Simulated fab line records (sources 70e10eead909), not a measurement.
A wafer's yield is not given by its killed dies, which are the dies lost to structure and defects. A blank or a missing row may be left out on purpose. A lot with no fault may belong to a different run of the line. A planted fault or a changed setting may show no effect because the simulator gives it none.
fab line records    flow nandHarc
record lots=6  wafers=18  lastDay=32
route steps=1302 shown A_STAIRCASE@669 END@1302
lots untouched by any fault: they come from a run of this same line in which no faults occurred
startH: start of the lot's first displayed wafer, in hours after the record's first day    waitH: how many hours have passed since the lot's step before this one    " same as the row above    L1.1+2: one row covering several wafers at once    - no value, or no start was given    * or withheld: withheld    < > ~ a bound
route shown NAME@n: NAME is a module with steps in the file, n the number in the route of the first one    usual: average and standard deviation across the fault-free wafers    same: alike in all rows    chamber/n: place in a boat    sites: per-site readings    _std_site: the values' standard deviation    _edge_site: inner sites' mean taken away from outer sites' mean    radiusMm: for every site, how far away it sits from the centre of the wafer    mask NAME#n: copy n    behind: the most recent tool/chamber to have shaped the wafer    hold: why the lot was held/for how many hours/how that ended    device: the n, p or np transistor that did not switch    end of line: the tests these same wafers got at the end of their route    a step without rows: its recipe alone    killed: at the first sort, the dies lost to defects and structure; wafer yield is something else    map: a wafer's dies, x killed, . not, _ none there
set.NAME: the setting that was run; set.NAME@STEP: the one run at that earlier step    model.NAME: the simulator's own value behind a step, which no gauge read
lots at selected steps of the route; one table per step, one row per wafer
services: from which hour (startH, from the record's first day; less than 0 if before it) a tool's chamber was out of use, for how many hours, and why
## steps
# step NHARC_A_STAIRCASE_ETCH_13
# recipe targetDepthA=1000  timeS=40.5  ionEnergyEv=400  c4f8FlowSccm=20  o2FlowSccm=10  arFlowSccm=withheld  rfW=600  biasW=1000  chemistry=C4F8/O2
# usual oesProductAu=0.946/0.014  rfVppV=895/5
lot.wafer  tool        chamber  startH  waitH  oesProductAu  rfHoursCounterH  rfVppV
L761.1     rieDiel-07  1        -       -      0.939         27               896
L761.2     "           2        "       "      0.940         28               890
L761.6     "           1        "       "      0.939         -                897
L766.1     rieDiel-11  2        -       -      0.951         0                891
L766.5     "           3        "       "      0.949         -                901
L766.6     "           0        "       "      0.958         -                903
L768.1     rieDiel-11  1        -       -      0.943         3                899
L768.4     "           2        "       "      0.934         4                889
L768.6     "           2        "       "      0.934         -                890
L772.1     rieDiel-10  2        -       -      0.948         20               905
L772.6     "           2        "       "      0.952         -                906
L772.5     "           3        "       "      0.948         -                897
L776.4     rieDiel-07  0        -       -      0.972         15               893
L776.3     "           1        "       "      0.947         17               896
L776.2     "           2        "       "      0.939         13               887
L780.2     rieDiel-10  3        -       -      0.958         46               896
L780.4     "           1        "       "      0.959         51               892
L780.6     "           0        "       "      0.966         -                893
# step NHARC_A_STAIRCASE_TRIM_14
# recipe timeS=211.2  o2FlowSccm=500  arFlowSccm=0  biasW=0  chemistry=O2
# step NHARC_A_STAIRCASE_ETCH_15
# recipe targetDepthA=1000  timeS=40.5  ionEnergyEv=400  c4f8FlowSccm=20  o2FlowSccm=10  arFlowSccm=withheld  rfW=600  biasW=1000  chemistry=C4F8/O2
# step NHARC_A_STAIRCASE_TRIM_16
# recipe timeS=211.2  o2FlowSccm=500  arFlowSccm=0  biasW=0  chemistry=O2
# step NHARC_A_STAIRCASE_ETCH_17
# recipe targetDepthA=1000  timeS=40.5  ionEnergyEv=400  c4f8FlowSccm=20  o2FlowSccm=10  arFlowSccm=withheld  rfW=600  biasW=1000  chemistry=C4F8/O2
# usual oesProductAu=0.949/0.011  rfVppV=895/4.8
lot.wafer  tool        chamber  startH  waitH  oesProductAu  rfHoursCounterH  rfVppV
L761.1     rieDiel-07  2        -       -      0.936         28               888
L761.2     "           0        "       "      0.967         17               894
L761.6     "           3        "       "      0.969         -                893
L766.1     rieDiel-11  0        -       -      0.959         0                902
L766.6     "           0        "       "      0.953         -                903
L766.5     "           1        "       "      0.962         -                898
L768.1     rieDiel-11  2        -       -      0.953         4                890
L768.4     "           0        "       "      0.929         5                904
L768.6     "           3        "       "      0.939         -                898
L772.1     rieDiel-10  0        -       -      0.955         20               894
L772.5     "           1        "       "      0.943         -                892
L772.6     "           2        "       "      0.960         -                905
L776.2     rieDiel-07  0        -       -      0.952         16               892
L776.4     "           1        "       "      0.939         17               895
L776.3     "           2        "       "      0.936         13               888
L780.4     rieDiel-10  0        -       -      0.950         49               893
L780.2     "           3        "       "      0.976         46               896
L780.6     "           0        "       "      0.954         -                894
# step NHARC_A_STAIRCASE_TRIM_18
# recipe timeS=211.2  o2FlowSccm=500  arFlowSccm=0  biasW=0  chemistry=O2
# step NHARC_A_STAIRCASE_ETCH_19
# recipe targetDepthA=1000  timeS=40.5  ionEnergyEv=400  c4f8FlowSccm=20  o2FlowSccm=10  arFlowSccm=withheld  rfW=600  biasW=1000  chemistry=C4F8/O2
# usual oesProductAu=0.948/0.013  rfVppV=896/5.1
lot.wafer  tool        chamber  startH  waitH  oesProductAu  rfHoursCounterH  rfVppV
L761.2     rieDiel-07  0        -       -      0.959         17               893
L761.1     "           2        "       "      0.938         28               888
L761.6     "           0        "       "      0.953         -                894
L766.1     rieDiel-11  1        -       -      0.960         0                898
L766.6     "           1        "       "      0.960         -                898
L766.5     "           2        "       "      0.948         -                891
L768.1     rieDiel-11  0        -       -      0.931         5                903
L768.4     "           1        "       "      0.953         5                897
L768.6     "           1        "       "      0.958         -                898
L772.1     rieDiel-10  0        -       -      0.950         20               893
L772.6     "           1        "       "      0.948         -                893
L772.5     "           2        "       "      0.952         -                905
L776.4     rieDiel-07  3        -       -      0.957         12               894
L776.2     "           1        "       "      0.947         17               896
L776.3     "           2        "       "      0.949         13               888
L780.4     rieDiel-10  1        -       -      0.960         52               891
L780.2     "           3        "       "      0.958         46               897
L780.6     "           2        "       "      0.974         -                905
# step NHARC_A_STAIRCASE_TRIM_20
# recipe timeS=211.2  o2FlowSccm=500  arFlowSccm=0  biasW=0  chemistry=O2
# step NHARC_A_STAIRCASE_ETCH_21
# recipe targetDepthA=1000  timeS=40.5  ionEnergyEv=400  c4f8FlowSccm=20  o2FlowSccm=10  arFlowSccm=withheld  rfW=600  biasW=1000  chemistry=C4F8/O2
# step NHARC_A_STAIRCASE_TRIM_22
# recipe timeS=211.2  o2FlowSccm=500  arFlowSccm=0  biasW=0  chemistry=O2
# step NHARC_A_STAIRCASE_ETCH_23
# recipe targetDepthA=1000  timeS=40.5  ionEnergyEv=400  c4f8FlowSccm=20  o2FlowSccm=10  arFlowSccm=withheld  rfW=600  biasW=1000  chemistry=C4F8/O2
# usual oesProductAu=0.951/0.012  rfVppV=896/5
lot.wafer  tool        chamber  startH  waitH  oesProductAu  rfHoursCounterH  rfVppV
L761.1     rieDiel-07  3        -       -      0.944         27               893
L761.2     "           1        "       "      0.954         27               895
L761.6     "           0        "       "      0.946         -                894
L766.1     rieDiel-07  3        -       -      0.954         48               893
L766.5     "           3        "       "      0.963         -                892
L766.6     "           0        "       "      0.967         -                893
L768.1     rieDiel-07  3        -       -      0.955         51               894
L768.4     "           2        "       "      0.936         -                887
L768.6     "           3        "       "      0.950         -                894
L772.1     rieDiel-11  0        -       -      0.967         17               903
L772.5     "           3        "       "      0.968         -                899
L772.6     "           0        "       "      0.966         -                903
L776.3     rieDiel-11  3        -       -      0.940         26               899
L776.2     "           0        "       "      0.942         29               902
L776.4     "           1        "       "      0.960         30               897
L780.4     rieDiel-10  0        -       -      0.952         49               894
L780.2     "           3        "       "      0.951         47               897
L780.6     "           0        "       "      0.946         -                896
# step NHARC_A_STAIRCASE_TRIM_24
# recipe timeS=211.2  o2FlowSccm=500  arFlowSccm=0  biasW=0  chemistry=O2
# usual drypumpMotorCurrentA=5.9/0.4  oesProductAu=1.005/0.01  rfVppV=57.7/0.88  runLengthS=232.4/0.44  showerheadPlenumPTorr=3.50/0.13  throttleValvePct=17.036/0.0091
lot.wafer  tool        chamber  startH  waitH  drypumpMotorCurrentA  oesProductAu  rfHoursCounterH  rfVppV  runLengthS  showerheadPlenumPTorr  throttleValvePct
L761.2     rieDiel-07  3        397.17  -      6.0                   1.008         27               57.6    233.4       3.48                   17.043
L761.1     "           2        "       "      5.8                   1.002         29               54.4    232.5       3.32                   17.030
L761.6     "           0        "       "      5.1                   1.002         -                58.3    232.3       3.46                   17.022
L766.1     rieDiel-07  0        446.70  -      5.1                   0.996         34               57.7    232.4       3.45                   17.040
L766.5     "           1        "       "      6.3                   0.996         -                58.0    231.9       3.53                   17.026
L766.6     "           2        "       "      5.8                   0.995         -                57.2    189.5       3.31                   17.044
L768.1     rieDiel-07  3        459.57  -      6.1                   1.009         51               57.4    233.1       3.46                   17.035
L768.6     "           0        "       "      5.1                   1.003         -                56.7    233.0       3.45                   17.047
L768.4     "           2        "       "      5.8                   0.977         -                58.1    189.9       3.30                   17.029
L772.1     rieDiel-11  3        502.61  -      6.3                   1.008         17               58.0    231.9       3.61                   17.041
L772.5     "           1        "       "      6.4                   1.020         -                57.5    232.0       3.58                   17.034
L772.6     "           2        "       "      5.6                   1.006         -                57.2    231.9       3.37                   17.035
L776.2     rieDiel-11  3        534.86  -      6.3                   1.001         27               56.7    232.0       3.60                   17.040
L776.3     "           0        "       "      5.3                   0.999         29               58.3    232.8       3.72                   17.043
L776.4     "           1        "       "      6.4                   1.010         30               58.8    231.7       3.57                   17.027
L780.2     rieDiel-10  0        577.61  -      6.3                   1.015         49               59.3    232.9       3.46                   17.048
L780.4     "           1        "       "      6.1                   0.993         52               57.5    232.5       3.41                   17.046
L780.6     "           1        "       "      6.1                   0.998         -                57.6    232.4       3.41                   17.028
# step NHARC_A_STAIRCASE_ETCH_25
# recipe targetDepthA=1000  timeS=40.5  ionEnergyEv=400  c4f8FlowSccm=20  o2FlowSccm=10  arFlowSccm=withheld  rfW=600  biasW=1000  chemistry=C4F8/O2
# usual oesProductAu=0.949/0.013  rfVppV=895/5
lot.wafer  tool        chamber  startH  waitH  oesProductAu  rfHoursCounterH  rfVppV
L761.1     rieDiel-07  3        -       -      0.949         27               894
L761.2     "           2        "       "      0.944         29               888
L761.6     "           3        "       "      0.951         -                894
L766.1     rieDiel-07  0        -       -      0.954         34               893
L766.6     "           2        "       "      0.936         -                888
L766.5     "           3        "       "      0.965         -                892
L768.1     rieDiel-07  2        -       -      0.936         53               887
L768.6     "           3        "       "      0.944         -                894
L768.4     "           0        "       "      0.936         -                892
L772.1     rieDiel-11  2        -       -      0.934         18               889
L772.5     "           3        "       "      0.949         -                900
L772.6     "           0        "       "      0.959         -                901
L776.2     rieDiel-11  1        -       -      0.953         30               897
L776.3     "           2        "       "      0.926         27               890
L776.4     "           3        "       "      0.929         27               897
L780.4     rieDiel-10  3        -       -      0.955         47               896
L780.2     "           1        "       "      0.945         52               891
L780.6     "           0        "       "      0.954         -                893
# step NHARC_END_SORT_01
# recipe tempC=25
# usual killedAtArray=53/20  killedAtOther=1/1.2  killedAtPeriphery=3.7/2.6  killedDies=58/20  killedOpen=3.5/1.8  killedShort=2.4/1.7
# same grossDies=677
lot.wafer  tool       chamber  startH  waitH  killedAtArray  killedAtOther  killedAtPeriphery  killedDies  killedOpen  killedShort
L761.1     prober-01  0        609.41  2.5    76             0              3                  79          5           0
L761.2     prober-01  0        610.21  2.8    93             1              5                  99          3           2
L761.6     prober-01  0        613.44  4.0    96             0              6                  102         1           0
L766.1     prober-01  0        653.37  2.5    45             1              6                  52          3           3
L766.5     prober-01  0        656.54  3.7    58             3              4                  65          3           2
L766.6     prober-01  0        657.34  4.0    55             3              4                  62          4           5
L768.1     prober-02  0        676.18  2.5    69             1              11                 81          5           0
L768.4     prober-02  0        678.59  3.4    63             0              10                 73          3           5
L768.6     prober-02  0        680.20  4.0    57             0              5                  62          1           0
L772.1     prober-02  0        696.60  2.5    90             0              3                  93          3           4
L772.5     prober-02  0        699.84  3.7    93             0              2                  95          4           0
L772.6     prober-02  0        700.65  4.0    81             0              5                  86          3           2
L776.2     prober-02  0        738.77  2.8    44             1              2                  47          5           1
L776.3     prober-02  0        739.55  3.1    52             2              1                  55          3           3
L776.4     prober-02  0        740.33  3.4    53             1              1                  55          6           1
L780.2     prober-01  0        774.24  2.8    61             1              8                  70          5           2
L780.4     prober-01  0        775.85  3.4    41             0              7                  48          4           2
L780.6     prober-01  0        777.46  4.0    65             0              8                  73          7           2
# killed by level:class
L761.1 A_CHANNEL_HOLE_D2:chamberFilmFlake=29 A_CHANNEL_HOLE_D1:chamberFilmFlake=19 A_SLIT:chamberFilmFlake=14 A_STAIRCASE:chamberFilmFlake=3 A_CONTACT:chamberFilmFlake=3 A_ONON_D2:geometricParticle:open=2 P_GATE:chamberFilmFlake=2 A_WL_FILL:chamberFilmFlake=2
L761.2 A_CHANNEL_HOLE_D2:chamberFilmFlake=30 A_SLIT:chamberFilmFlake=23 A_CHANNEL_HOLE_D1:chamberFilmFlake=22 A_CONTACT:chamberFilmFlake=6 A_STAIRCASE:chamberFilmFlake=4 A_CHANNEL_FILL_D1:geometricParticle:short=2 P_ZERO_WELL:chamberFilmFlake=2 P_GATE:chamberFilmFlake=2
L761.6 A_CHANNEL_HOLE_D2:chamberFilmFlake=33 A_CHANNEL_HOLE_D1:chamberFilmFlake=29 A_SLIT:chamberFilmFlake=27 P_GATE:chamberFilmFlake=4 A_WL_FILL:chamberFilmFlake=2 A_CHANNEL_HOLE_D2:geometricParticle:open=1 P_STI:chamberFilmFlake=1 P_M2:chamberFilmFlake=1
L766.1 A_CHANNEL_HOLE_D2:chamberFilmFlake=17 A_SLIT:chamberFilmFlake=12 P_M2:chamberFilmFlake=5 A_CHANNEL_HOLE_D1:chamberFilmFlake=4 A_STAIRCASE:chamberFilmFlake=3 A_CONTACT:chamberFilmFlake=2 A_CHANNEL_HOLE_D2:geometricParticle:open=1 A_CHANNEL_FILL_D2:geometricParticle:open=1
L766.5 A_SLIT:chamberFilmFlake=28 A_STAIRCASE:chamberFilmFlake=11 A_CHANNEL_HOLE_D2:chamberFilmFlake=10 A_CHANNEL_FILL_D2:chamberFilmFlake=4 THIN_TSV:chamberFilmFlake=3 P_M2:chamberFilmFlake=2 P_CONTACT:geometricParticle:open=1 A_ONON_D2:geometricParticle:open=1
L766.6 A_SLIT:chamberFilmFlake=16 A_CHANNEL_HOLE_D2:chamberFilmFlake=13 A_CHANNEL_HOLE_D1:chamberFilmFlake=7 A_STAIRCASE:chamberFilmFlake=4 A_CHANNEL_FILL_D2:chamberFilmFlake=3 THIN_TSV:chamberFilmFlake=3 A_WL_FILL:chamberFilmFlake=2 P_M1:geometricParticle:open=1
L768.1 A_CHANNEL_HOLE_D1:chamberFilmFlake=36 A_CHANNEL_HOLE_D2:chamberFilmFlake=19 P_GATE:chamberFilmFlake=5 A_SLIT:chamberFilmFlake=5 P_BONDPAD:chamberFilmFlake=4 A_STAIRCASE:chamberFilmFlake=4 P_CONTACT:geometricParticle:open=1 A_SOURCE_PLATE:geometricParticle:open=1
L768.4 A_CHANNEL_HOLE_D1:chamberFilmFlake=30 A_CHANNEL_HOLE_D2:chamberFilmFlake=14 P_BONDPAD:chamberFilmFlake=6 A_SLIT:chamberFilmFlake=5 A_STAIRCASE:chamberFilmFlake=3 A_CONTACT:chamberFilmFlake=3 A_DECK1_JOINT:geometricParticle:short=2 P_GATE:chamberFilmFlake=2
L768.6 A_CHANNEL_HOLE_D1:chamberFilmFlake=34 A_CHANNEL_HOLE_D2:chamberFilmFlake=18 P_GATE:chamberFilmFlake=2 P_BONDPAD:chamberFilmFlake=2 A_DECK1_JOINT:chamberFilmFlake=2 A_SLIT:chamberFilmFlake=2 A_CHANNEL_FILL_D1:geometricParticle:open=1 P_ZERO_WELL:chamberFilmFlake=1
L772.1 A_SLIT:chamberFilmFlake=34 A_CHANNEL_HOLE_D1:chamberFilmFlake=33 A_CHANNEL_HOLE_D2:chamberFilmFlake=9 A_DECK1_JOINT:chamberFilmFlake=3 A_STAIRCASE:chamberFilmFlake=3 A_CONTACT:chamberFilmFlake=3 A_ONON_D2:geometricParticle:open=2 P_CONTACT:geometricParticle:open=1
L772.5 A_CHANNEL_HOLE_D1:chamberFilmFlake=42 A_SLIT:chamberFilmFlake=32 A_CHANNEL_HOLE_D2:chamberFilmFlake=7 A_CONTACT:chamberFilmFlake=5 A_ONON_D1:geometricParticle:open=1 A_CHANNEL_FILL_D1:geometricParticle:open=1 A_ONON_D2:geometricParticle:open=1 A_CHANNEL_FILL_D2:geometricParticle:open=1
L772.6 A_CHANNEL_HOLE_D1:chamberFilmFlake=33 A_SLIT:chamberFilmFlake=18 A_CHANNEL_HOLE_D2:chamberFilmFlake=17 A_CONTACT:chamberFilmFlake=5 P_STI:chamberFilmFlake=2 P_GATE:chamberFilmFlake=2 A_ONON_D1:geometricParticle:open=1 A_CHANNEL_HOLE_D1:geometricParticle:short=1
L776.2 A_SLIT:chamberFilmFlake=17 A_CHANNEL_HOLE_D2:chamberFilmFlake=15 A_CONTACT:chamberFilmFlake=4 A_CHANNEL_FILL_D2:chamberFilmFlake=2 P_M0:geometricParticle:open=1 P_M1:geometricParticle:open=1 A_ONON_D1:geometricParticle:open=1 A_CHANNEL_HOLE_D1:geometricParticle:open=1
L776.3 A_SLIT:chamberFilmFlake=24 A_CHANNEL_HOLE_D2:chamberFilmFlake=13 A_CHANNEL_HOLE_D1:chamberFilmFlake=10 P_M0:geometricParticle:open=1 A_ONON_D1:geometricParticle:short=1 A_ONON_D2:geometricParticle:open=1 A_WL_FILL:geometricParticle:short=1 A_M0:geometricParticle:open=1
L776.4 A_CHANNEL_HOLE_D2:chamberFilmFlake=24 A_SLIT:chamberFilmFlake=13 A_CHANNEL_HOLE_D1:chamberFilmFlake=4 A_STAIRCASE:chamberFilmFlake=3 A_DECK1_JOINT:geometricParticle:open=2 A_DECK1_JOINT:geometricParticle:short=1 A_ONON_D2:geometricParticle:open=1 A_CHANNEL_FILL_D2:geometricParticle:open=1
L780.2 A_CHANNEL_HOLE_D2:chamberFilmFlake=27 A_CHANNEL_HOLE_D1:chamberFilmFlake=8 A_CHANNEL_FILL_D1:chamberFilmFlake=6 A_SLIT:chamberFilmFlake=6 A_CONTACT:chamberFilmFlake=6 P_M0:geometricParticle:open=2 P_CONTACT:chamberFilmFlake=2 A_M0:chamberFilmFlake=2
L780.4 A_CHANNEL_HOLE_D2:chamberFilmFlake=12 A_SLIT:chamberFilmFlake=8 A_CHANNEL_HOLE_D1:chamberFilmFlake=5 A_CONTACT:chamberFilmFlake=3 P_GATE:chamberFilmFlake=3 A_M0:chamberFilmFlake=3 P_BONDPAD:chamberFilmFlake=2 A_CHANNEL_FILL_D1:chamberFilmFlake=2
L780.6 A_CHANNEL_HOLE_D2:chamberFilmFlake=17 A_CHANNEL_HOLE_D1:chamberFilmFlake=17 A_SLIT:chamberFilmFlake=10 A_STAIRCASE:chamberFilmFlake=6 P_GATE:chamberFilmFlake=4 A_CONTACT:chamberFilmFlake=4 A_CHANNEL_FILL_D2:geometricParticle:open=3 A_ONON_D1:geometricParticle:short=2
## services
tool        chamber  startH  hours  kind
rieDiel-07  0        381.24  -      clean
rieDiel-07  1        381.24  -      clean
rieDiel-07  2        381.24  -      clean
rieDiel-07  3        381.24  -      clean
rieDiel-11  2        395.11  2.1    repair
rieDiel-07  0        405.74  -      clean
rieDiel-07  1        405.74  -      clean
rieDiel-07  2        405.74  -      clean
rieDiel-07  3        405.74  -      clean
rieDiel-10  -        425.53  9.0    pm
rieDiel-07  0        430.24  -      clean
rieDiel-07  1        430.24  -      clean
rieDiel-07  2        430.24  -      clean
rieDiel-07  3        430.24  -      clean
rieDiel-11  -        434.90  9.0    pm
rieDiel-10  2        450.87  4.9    repair
rieDiel-07  -        453.36  0.3    repair
rieDiel-07  0        454.74  -      clean
rieDiel-07  1        454.74  -      clean
rieDiel-07  2        454.74  -      clean
rieDiel-07  3        454.74  -      clean
rieDiel-07  1        458.45  2.3    repair
rieDiel-07  1        461.42  3.5    repair
rieDiel-07  -        473.11  9.0    pm
## key
firstSign step=NHARC_A_STAIRCASE_TRIM_24  reading=runLengthS  direction=down  sigmas=97  usual=*  struck=*
effect none on later readings
metAt NHARC_A_STAIRCASE_TRIM_24
struckWafers L766.6,L768.4
testerLeftOut L766,L768
onsetBetween 397.17 446.70
fault kind=processParameterDrift  tool=rieDiel-07  chamber=2  onsetH=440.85  steps=NHARC_A_STAIRCASE_TRIM_24  channel=timeS  offset=*  shape=step  endH=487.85  actsIn=*  stated=*
# testerLeftOut: of these lots the tester's yield and bins aren't shown, on N5 and GAA mostly nor the transistor test; their killed dies are dies lost to structure and defects alone, not to doping, threshold or leakage, so they don't give the yield
